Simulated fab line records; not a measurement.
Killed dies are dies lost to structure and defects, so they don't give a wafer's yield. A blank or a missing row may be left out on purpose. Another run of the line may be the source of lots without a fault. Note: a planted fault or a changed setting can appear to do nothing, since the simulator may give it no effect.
Comparing a struck lot with a sound one | flow nand harc | 15 out of 1159 route steps
Sound: the wafers L402.1, L402.2, L402.3. Struck: wafer L392.1 (left out: L392.4, a lot-mate that was not struck); the cause follows at the end.
Order at every step that has rows: each side's tool, ch and its chambers, its first start. Under that, the readings that differ: sound wafers | struck wafers | difference of the means | sigmas: that difference in standard deviations of wafers without a fault.
alike: words and numbers the same on both sides, and readings whose means are apart by under 2 such deviations; not compared: readings that were withheld, readings missing a value for some wafer, numbers with overlapping values and no deviation given by the record, and bounds like >300 which may hide the same value.
Wherever a step has rows on one side only, a row that says differs or no value, or a row with sigmas, the two part there. When numbers do not overlap yet have no deviation, they are printed without sigmas and do not part them. Lack of a reading on every wafer of one side parts them only where that side has two or more wafers.

first, 7 steps without rows for these wafers: NHARC_A_BLC_COAT_03 (time 65 s); NHARC_A_BLC_COAT_04 (resist thk 90 nm); NHARC_A_BLC_SOFTBAKE_05 (time 55 s); NHARC_A_BLC_EBR_06; NHARC_A_BLC_EXPOSE_07 (exposes mask A BLC, target cd 100 nm); NHARC_A_BLC_PEB_08 (peb time 65 s); NHARC_A_BLC_DEVELOP_09 (develop time 35 s).
NHARC_A_BLC_CD_MEAS_10: the cd target is 100 nm.
  sound on cd sem-03 ch 0, day 22 09:48; struck on cd sem-01 ch 0, day 19 16:09
  alike: cd nm
NHARC_A_BLC_OVL_MEAS_11:
  sound on overlay-01, day 22 09:53; struck on overlay-02, day 19 16:14
  alike: overlay x nm, overlay y nm
NHARC_A_BLC_INSPECT_12:
  sound on defect inspect-01, day 22 09:55; struck on defect inspect-01, day 19 16:16
  alike: raw defect count
NHARC_A_BLC_DESCUM_15: chemistry O2, time 3 s.
  sound on rie diel-02 ch 0,1,3, day 22 09:59; struck on rie diel-06 ch 0, day 19 16:20
  reading                | sound                | struck | difference | sigmas
  rf hours counter h (h) | 0 0 0                | 1      | +1         |
  throttle valve pct (%) | 11.290 11.312 11.305 | 11.323 | +0.021     | +2
  alike: drypump motor current A, oes product au, rf vpp V, showerhead plenum p Torr
NHARC_A_BLC_ETCH_16: etches the open film in CF4, target depth 39 nm, time 65 s.
  sound on rie diel-02 ch 0,1,3, day 22 10:05; struck on rie diel-06 ch 1, day 19 16:25
  reading                | sound | struck | difference | sigmas
  rf hours counter h (h) | 0 0 0 | 2      | +2         |
  alike: bias w, drypump motor current A, oes product au, rf vpp V, run length s, showerhead plenum p Torr, throttle valve pct
NHARC_A_BLC_ETCH_17: etches the open film in N2/H2, target depth 390 nm, time 609.38 s.
  sound on rie diel-02 ch 0,1,3, day 22 10:16; struck on rie diel-06 ch 1, day 19 16:33
  reading                | sound             | struck | difference | sigmas
  rf hours counter h (h) | 0 0 0             | 2      | +2         |
  run length s (s)       | 630.9 630.2 630.9 | 610.1  | -20.6      | -69
  alike: drypump motor current A, h2 flow sccm, oes product au, rf vpp V, showerhead plenum p Torr, throttle valve pct
  not compared: bias w
NHARC_A_BLC_ETCH_18: etches the open film in C4F8/O2/Ar, target depth 910 nm.
  sound on rie diel-02 ch 0,1,3; struck on rie diel-06 ch 2
  alike: bias w, oes product au, rf vpp V
  not compared: rf hours counter h
after that, 1 step had no rows for these wafers: NHARC_END_SORT_01.

WHERE THEY PART
Last at NHARC_A_BLC_ETCH_17 as far as this record goes, first at NHARC_A_BLC_DESCUM_15. Later steps at which nothing parts them and some readings are alike: NHARC_A_BLC_ETCH_18.

WHY: what the simulator had put in
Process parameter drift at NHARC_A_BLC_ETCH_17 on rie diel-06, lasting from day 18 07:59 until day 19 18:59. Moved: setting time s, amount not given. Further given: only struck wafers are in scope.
